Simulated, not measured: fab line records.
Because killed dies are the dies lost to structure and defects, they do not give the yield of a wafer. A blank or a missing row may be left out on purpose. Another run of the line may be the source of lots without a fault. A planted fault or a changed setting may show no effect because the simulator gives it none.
Problem report in the 8D (eight disciplines) form, filled by code	flow n5Finfet	the parts of the form that need people (team, actions taken, sign-off) are left out

1. THE PROBLEM
Wafers without a fault read 164.6 s, standard deviation 2.3; runLengthS at N5_BEOL_M4_HM_STRIP_39 reads a mean of 112.8 s on 6 wafers belonging to 2 lots. Measured from the usual mean, that is -23 standard deviations.
The step: strips TiN in peroxide tin strip, target depth 25 nm, time 158 s.
Seen first at day 12 07:30 on wetBench-04, wafer L968.2. At this step, 26 wafers from 9 lots have a number in the record. The rule behind "out" and "out of limits": a value lying over 4 standard deviations away from the usual mean. All remaining wafers that have a number are taken as sound.

2. WHAT IT IS AND WHAT IT IS NOT
question	is	is not
which readings at this step	runLengthS	bathHeatDutyPct
which lots	L968, L970	L952, L955, L957, L961, L971, L972, L973
which wafers of those lots	all that have a number	-
read on which tools	wetBench-04	wetBench-01, wetBench-05
when	from day 12 07:30	up to then (11 sound wafers); but 9 sound wafers of L971, L972, L973 came after

3. WHAT RULES OUT EACH SUSPECT
Counting: any tool at a process step up to the reading is kept as a suspect provided that every lot that is out went through it and no sound lot did after the first of them.
- rieDiel-03 at N5_BEOL_M4_ETCH_69 (etches SiARC in CF4, target depth 15.6 nm, time 26 s): ruled out as a lasting fault. After its first lot that is out, L968 (day 12 01:51), sound lots L973 ran on it.
- rieDiel-03 at N5_BEOL_M4_ETCH_70 (etches SOC in N2/H2, target depth 80 nm, overetch 24 nm, time 130 s): ruled out as a lasting fault. After its first lot that is out, L968 (day 12 07:07), sound lots L973 ran on it.
- wetBench-04 at N5_BEOL_M4_HM_STRIP_39 (strips TiN in peroxide tin strip, target depth 25 nm, time 158 s): kept. All lots that are out passed through it, beginning with L968 at day 12 07:30, and no sound lot followed; its final sound lot before that point was L961 at day 10 08:57. Its own readings are out on those wafers: runLengthS.
After counting, what remains is wetBench-04 at N5_BEOL_M4_HM_STRIP_39.

4. THE CAUSE (what the simulator had put in)
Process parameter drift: wetBench-04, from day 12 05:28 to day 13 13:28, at N5_BEOL_M4_HM_STRIP_39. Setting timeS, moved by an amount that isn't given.
After counting, this tool was the only one left.

5. SEQUENCE OF EFFECTS, ordered by route
Each row: a reading where the mean over the struck wafers with a number is more than 3 standard deviations away from the usual. Scope: only readings with a usual standard deviation given in the record; hours: median across lots of the time from each lot's start at the first step in this table that gives one to its start at this step; sigmas: change in usual standard deviations.
hours	step	reading	usual	on struck wafers	change	sigmas
0	N5_BEOL_M4_HM_STRIP_39	runLengthS	164.6 s	112.8	-51.8	-23
Here are the process steps it includes:
- N5_BEOL_M4_HM_STRIP_39: strips TiN in peroxide tin strip, target depth 25 nm, time 158 s.
At these later measuring or inspecting steps, every struck wafer for which the step has a row has a number for every such reading, and none has moved that far: N5_BEOL_M4_RC_MEAS_101.

6. WHAT WOULD HAVE CAUGHT IT SOONER
2 hours passed between the start of the fault at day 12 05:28 and the first reading out of limits in this record, taken at day 12 07:30.
